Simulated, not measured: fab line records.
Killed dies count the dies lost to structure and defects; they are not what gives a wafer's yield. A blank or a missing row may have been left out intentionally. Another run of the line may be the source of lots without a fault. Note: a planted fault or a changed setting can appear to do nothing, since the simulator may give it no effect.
Which tool did it?    flow n5 finfet    72 wafers from 24 lots sampled at 6 of the route's 1938 steps

WHAT THE GAUGES SHOWED, per wafer
N5_BEOL_M0_SAQP_OVL_MEAS_41. Usual: M0_CUT1_OVL 0.1 nm, standard deviation 0.62.
lot   measured      on          M0_CUT1_OVL (nm)  flag
L074  day 5 15:10   overlay-01  0.2 0.3 0.9       
L075  day 6 00:12   overlay-01  0.3 -0.1 0.2      
L076  day 6 03:23   overlay-02  -0.1 -0.2 0.4     
L078  day 6 13:48   overlay-01  -0.3 -0.1 -0.1    
L077  day 6 17:43   overlay-01  0.4 0.1 0.2       
L079  day 6 20:56   overlay-01  1.0 0.2 0.0       
L080  day 7 07:03   overlay-01  0.6 1.2 1.2       
L081  day 7 09:34   overlay-01  0.4 0.8 0.7       
L082  day 7 20:16   overlay-01  1.0 0.7 1.0       
L083  day 7 23:11   overlay-02  0.4 0.2 -0.2      
L084  day 8 02:38   overlay-01  -0.9 -0.9 -0.4    
L085  day 8 09:23   overlay-01  -0.2 0.0 0.1      
L087  day 8 23:08   overlay-02  -0.4 -1.0 -0.2    
L086  day 8 23:48   overlay-01  0.4 -0.4 -1.2     
L088  day 9 10:44   overlay-02  -0.4 -0.5 -1.1    
L089  day 9 15:33   overlay-01  0.1 0.6 -0.1      
L090  day 9 21:05   overlay-02  0.7 0.0 -0.1      
L091  day 9 23:23   overlay-01  -0.2 0.1 0.7      
L092  day 10 02:12  overlay-01  0.2 1.2 0.9       
L093  day 10 10:28  overlay-02  0.9 0.1 1.7       
L094  day 10 14:21  overlay-02  -0.7 -0.2 0.4     
L095  day 10 17:05  overlay-02  -0.2 0.7 0.2      
L096  day 11 03:30  overlay-01  -0.5 -0.3 -0.3    
L097  day 11 18:41  overlay-01  -0.2 0.2 0.8      

N5_BEOL_M0_INSPECT_127: inspects for defects (darkfield). Usual: 75 for raw defect count, sd 27.
lot   measured      on                 raw defect count  flag
L074  day 6 01:31   defect inspect-01  50 61 61          
L075  day 6 05:40   defect inspect-01  120 73 60         
L076  day 6 13:43   defect inspect-01  60 129 103        
L078  day 7 00:05   defect inspect-02  76 31 80          
L077  day 7 05:23   defect inspect-02  74 41 32          
L079  day 7 08:49   defect inspect-01  57 72 64          
L080  day 7 13:58   defect inspect-01  66 82 69          
L081  day 7 17:28   defect inspect-02  44 68 75          
L082  day 8 04:32   defect inspect-02  86 73 81          
L083  day 8 05:08   defect inspect-01  91 74 89          
L084  day 8 15:39   defect inspect-02  114 63 41         
L085  day 8 22:50   defect inspect-01  77 58 113         
L087  day 9 05:59   defect inspect-02  64 52 57          
L086  day 9 09:07   defect inspect-02  68 120 91         
L088  day 9 18:55   defect inspect-02  26 56 47          
L089  day 9 22:02   defect inspect-01  69 82 65          
L090  day 10 04:34  defect inspect-01  103 57 101        
L091  day 10 04:52  defect inspect-02  54 39 77          
L092  day 10 09:44  defect inspect-02  65 51 48          
L093  day 10 19:04  defect inspect-01  69 55 87          
L094  day 10 23:34  defect inspect-01  105 93 57         
L095  day 11 01:55  defect inspect-02  67 55 79          
L096  day 11 15:59  defect inspect-02  147 93 94         
L097  day 12 01:29  defect inspect-01  92 127 125        

EACH LOT AND THE TOOL THAT RAN IT (in order: tool; ch and the chambers of the sampled wafers; start)
lot   N5_BEOL_M0_SAQP_ETCH_49             N5_BEOL_M0_CUTY_DESCUM_61           N5_BEOL_M0_SURFACE_TREAT_137  N5_BEOL_M0_ANNEAL_133
L074  rie diel-03 ch 1,2, day 5 16:07     rie diel-06 ch 0,3, day 5 16:41     pvd sputter-01, day 5 23:54   pvd sputter-02, day 6 00:17
L075  rie diel-01 ch 0,1,2, day 6 01:07   rie diel-02 ch 0,1,2, day 6 01:41   pvd sputter-02, day 6 03:53   pvd sputter-03, day 6 04:22
L076  rie diel-01 ch 1,2, day 6 04:34     rie diel-05 ch 1,2,3, day 6 05:30   pvd sputter-03, day 6 11:55   pvd sputter-01, day 6 12:29
L078  rie diel-03 ch 0,1,2, day 6 14:47   rie diel-06 ch 0,1,2, day 6 15:14   pvd sputter-03, day 6 22:11   pvd sputter-03, day 6 22:47
L077  rie diel-04 ch 0,1,2, day 6 19:21   rie diel-05 ch 0,1,3, day 6 19:56   pvd sputter-02, day 7 02:14   pvd sputter-03, day 7 04:10
L079  rie diel-01 ch 0,1,2, day 6 22:12   rie diel-06 ch 0,1,3, day 6 22:59   pvd sputter-01, day 7 06:02   pvd sputter-03, day 7 07:35
L080  rie diel-04 ch 1,2, day 7 08:02     rie diel-06 ch 1,2,3, day 7 08:38   pvd sputter-01, day 7 12:19   pvd sputter-01, day 7 12:44
L081  rie diel-01 ch 1,2,3, day 7 10:28   rie diel-05 ch 2,3, day 7 11:10     pvd sputter-01, day 7 15:23   pvd sputter-03, day 7 16:14
L082  rie diel-03 ch 2,3, day 7 21:10     rie diel-02 ch 0,3, day 7 21:48     pvd sputter-01, day 8 02:18   pvd sputter-02, day 8 02:52
L083  rie diel-03 ch 1,2,3, day 8 00:07   rie diel-06 ch 1,2,3, day 8 00:35   pvd sputter-01, day 8 03:13   pvd sputter-01, day 8 03:36
L084  rie diel-01 ch 1,2,3, day 8 03:54   rie diel-06 ch 1,2, day 8 04:21     pvd sputter-02, day 8 11:59   pvd sputter-02, day 8 14:24
L085  rie diel-01 ch 1,2, day 8 10:23     rie diel-02 ch 1,2, day 8 11:09     pvd sputter-03, day 8 19:13   pvd sputter-02, day 8 21:25
L087  rie diel-03 ch 0,3, day 9 00:02     rie diel-02 ch 2,3, day 9 00:37     pvd sputter-03, day 9 03:13   pvd sputter-01, day 9 04:42
L086  rie diel-01 ch 0,2,3, day 9 00:43   rie diel-06 ch 0,2, day 9 01:25     pvd sputter-03, day 9 06:47   pvd sputter-01, day 9 07:52
L088  rie diel-03 ch 0,2,3, day 9 11:42   rie diel-02 ch 0,1, day 9 12:17     pvd sputter-02, day 9 17:07   pvd sputter-02, day 9 17:36
L089  rie diel-01 ch 1,2,3, day 9 16:37   rie diel-05 ch 0,1,2, day 9 17:12   pvd sputter-03, day 9 19:45   pvd sputter-01, day 9 20:47
L090  rie diel-03 ch 0,2,3, day 9 22:01   rie diel-02 ch 0,3, day 9 22:28     pvd sputter-03, day 10 02:47  pvd sputter-01, day 10 03:09
L091  rie diel-01 ch 0,3, day 10 00:35    rie diel-02 ch 0,1, day 10 01:17    pvd sputter-02, day 10 03:11  pvd sputter-01, day 10 03:35
L092  rie diel-01 ch 0,1, day 10 03:29    rie diel-05 ch 0,1,2, day 10 03:56  pvd sputter-03, day 10 06:22  pvd sputter-01, day 10 08:28
L093  rie diel-04 ch 1,2,3, day 10 11:31  rie diel-05 ch 1,2,3, day 10 11:58  pvd sputter-03, day 10 16:01  pvd sputter-02, day 10 16:23
L094  rie diel-04 ch 1,2, day 10 15:16    rie diel-02 ch 1,2,3, day 10 16:29  pvd sputter-02, day 10 21:50  pvd sputter-02, day 10 22:14
L095  rie diel-03 ch 0,1, day 10 17:59    rie diel-05 ch 0,2,3, day 10 18:45  pvd sputter-03, day 10 22:44  pvd sputter-01, day 11 00:32
L096  rie diel-04 ch 1,2,3, day 11 05:13  rie diel-06 ch 0,1,2, day 11 06:14  pvd sputter-01, day 11 13:31  pvd sputter-03, day 11 14:02
L097  rie diel-01 ch 1,2, day 11 19:40    rie diel-05 ch 1,2,3, day 11 20:14  pvd sputter-03, day 11 23:34  pvd sputter-03, day 11 23:59
- N5_BEOL_M0_SAQP_ETCH_49: etches SiO2 in CF4/O2, target depth 37 nm.
- N5_BEOL_M0_CUTY_DESCUM_61: chemistry O2, time 7.9 s.
- N5_BEOL_M0_SURFACE_TREAT_137
- N5_BEOL_M0_ANNEAL_133: time 60 s.

AS READ BY THE TOOLS THEMSELVES (means over the sampled wafers that have a number; for cases with no such wafer, the mark the record gives instead)
N5_BEOL_M0_SAQP_ETCH_49. Usual: O2_flow_sccm 10.001 sccm, standard deviation 0.028; drypump motor current A 5.8 A, standard deviation 0.51; oes product au 0.76 a.u., standard deviation 0.065; rf vpp V 242 V, standard deviation 3.9; showerhead plenum p Torr 2.21 Torr, standard deviation 0.069; throttle valve pct 15.92 %, standard deviation 0.23.
lot   tool         O2_flow_sccm (sccm)  drypump motor current A (A)  oes product au (a.u.)  rf vpp V (V)  showerhead plenum p Torr (Torr)  throttle valve pct (%)  flag
L074  rie diel-03  10.014               5.6                          0.75                   246           2.29                             16.05                   
L075  rie diel-01  9.979                6.0                          0.73                   241           2.19                             15.94                   
L076  rie diel-01  10.023               5.9                          0.76                   237           2.23                             16.00                   
L078  rie diel-03  9.996                5.3                          0.75                   242           2.26                             16.09                   
L077  rie diel-04  9.997                5.7                          0.73                   243           2.20                             15.97                   
L079  rie diel-01  10.001               6.0                          0.73                   242           2.19                             15.96                   
L080  rie diel-04  10.016               5.5                          0.74                   241           2.16                             16.10                   
L081  rie diel-01  9.974                6.1                          0.75                   239           2.23                             15.90                   
L082  rie diel-03  9.977                5.3                          0.80                   241           2.25                             16.04                   
L083  rie diel-03  9.989                5.7                          0.78                   243           2.24                             15.97                   
L084  rie diel-01  10.012               6.1                          0.74                   240           2.23                             15.92                   
L085  rie diel-01  10.049               5.9                          0.74                   238           2.22                             16.02                   
L087  rie diel-03  10.003               5.5                          0.77                   238           2.18                             15.97                   
L086  rie diel-01  9.983                6.0                          0.82                   241           2.25                             15.68                   
L088  rie diel-03  9.995                5.3                          0.77                   240           2.21                             16.02                   
L089  rie diel-01  9.965                6.0                          0.73                   240           2.23                             15.93                   
L090  rie diel-03  9.990                5.3                          0.77                   239           2.21                             16.03                   
L091  rie diel-01  10.005               6.2                          0.81                   242           2.25                             15.59                   
L092  rie diel-01  10.016               6.2                          0.85                   245           2.14                             15.61                   
L093  rie diel-04  10.033               5.8                          0.81                   243           2.16                             15.93                   
L094  rie diel-04  10.008               5.8                          0.83                   242           2.14                             15.97                   
L095  rie diel-03  10.029               5.7                          0.71                   243           2.25                             16.08                   
L096  rie diel-04  9.975                5.8                          0.80                   243           2.16                             15.94                   
L097  rie diel-01  9.988                6.1                          0.71                   240           2.16                             16.10                   

N5_BEOL_M0_CUTY_DESCUM_61. Usual: bias power w 20.01 W, standard deviation 0.058; drypump motor current A 5.7 A, standard deviation 0.44; oes product au 0.78 a.u., standard deviation 0.094; rf vpp V 243.5 V, standard deviation 1; showerhead plenum p Torr 2.11 Torr, standard deviation 0.042; throttle valve pct 20.44 %, standard deviation 0.24.
lot   tool         bias power w (W)  drypump motor current A (A)  oes product au (a.u.)  rf vpp V (V)  showerhead plenum p Torr (Torr)  throttle valve pct (%)  flag
L074  rie diel-06  20.01             5.8                          0.80                   242.7         2.11                             20.48                   
L075  rie diel-02  19.93             5.3                          0.77                   244.3         2.13                             20.54                   
L076  rie diel-05  19.99             5.4                          0.80                   242.8         2.10                             20.40                   
L078  rie diel-06  20.03             6.0                          0.84                   243.8         2.10                             20.25                   
L077  rie diel-05  19.98             5.6                          0.80                   244.1         2.11                             20.52                   
L079  rie diel-06  20.06             5.8                          0.84                   243.9         2.11                             20.32                   
L080  rie diel-06  20.00             6.0                          0.77                   242.7         2.09                             20.33                   
L081  rie diel-05  20.02             5.4                          0.76                   243.5         2.10                             20.37                   
L082  rie diel-02  19.97             5.6                          0.78                   243.9         2.18                             20.63                   
L083  rie diel-06  20.01             6.0                          0.77                   243.1         2.09                             20.34                   
L084  rie diel-06  20.04             6.1                          0.77                   244.0         2.08                             20.28                   
L085  rie diel-02  19.99             5.5                          0.80                   243.1         2.11                             20.42                   
L087  rie diel-02  19.98             6.2                          0.92                   244.0         2.19                             20.30                   
L086  rie diel-06  19.96             6.1                          0.77                   242.9         2.08                             20.43                   
L088  rie diel-02  19.99             5.1                          0.69                   244.0         2.12                             20.73                   
L089  rie diel-05  19.97             5.7                          0.71                   242.7         2.08                             20.65                   
L090  rie diel-02  19.99             6.0                          0.84                   244.1         2.20                             20.47                   
L091  rie diel-02  19.98             5.1                          0.69                   244.0         2.12                             20.74                   
L092  rie diel-05  19.97             5.7                          0.71                   242.6         2.08                             20.64                   
L093  rie diel-05  19.98             5.4                          0.75                   243.3         2.09                             20.45                   
L094  rie diel-02  19.96             5.7                          0.81                   243.2         2.13                             20.43                   
L095  rie diel-05  20.02             5.7                          0.75                   242.3         2.10                             20.52                   
L096  rie diel-06  20.09             6.0                          0.80                   243.4         2.09                             20.29                   
L097  rie diel-05  20.05             5.4                          0.75                   243.2         2.08                             20.47                   

N5_BEOL_M0_ANNEAL_133. Usual: 857 W for heater power w, sd 92.
lot   tool            heater power w (W)  flag
L074  pvd sputter-02  837                 
L075  pvd sputter-03  857                 
L076  pvd sputter-01  849                 
L078  pvd sputter-03  827                 
L077  pvd sputter-03  806                 
L079  pvd sputter-03  792                 
L080  pvd sputter-01  890                 
L081  pvd sputter-03  839                 
L082  pvd sputter-02  763                 
L083  pvd sputter-01  891                 
L084  pvd sputter-02  831                 
L085  pvd sputter-02  878                 
L087  pvd sputter-01  953                 
L086  pvd sputter-01  834                 
L088  pvd sputter-02  810                 
L089  pvd sputter-01  890                 
L090  pvd sputter-01  900                 
L091  pvd sputter-01  942                 
L092  pvd sputter-01  910                 
L093  pvd sputter-02  739                 
L094  pvd sputter-02  765                 
L095  pvd sputter-01  869                 
L096  pvd sputter-03  801                 
L097  pvd sputter-03  847                 

THE ANSWER, worked out from the rows above alone
Rule: a lot is off if the mean of its wafers that have a number lies more than 3 standard deviations from the usual mean. A lot without any number at a reading at which 4 lots or more have one is off too. The other lots that the step has rows for count as sound. Order of review: gauges by route order, followed by the tools' own readings, for which a lot's mean as printed above is used. The first step at which some lot is off is used, and at that step the reading that is off furthest; a lot without a number counts as furthest.
None of the lots is off at any reading shown; this tells nothing.

WHAT HAD BEEN PUT IN BY THE SIMULATOR
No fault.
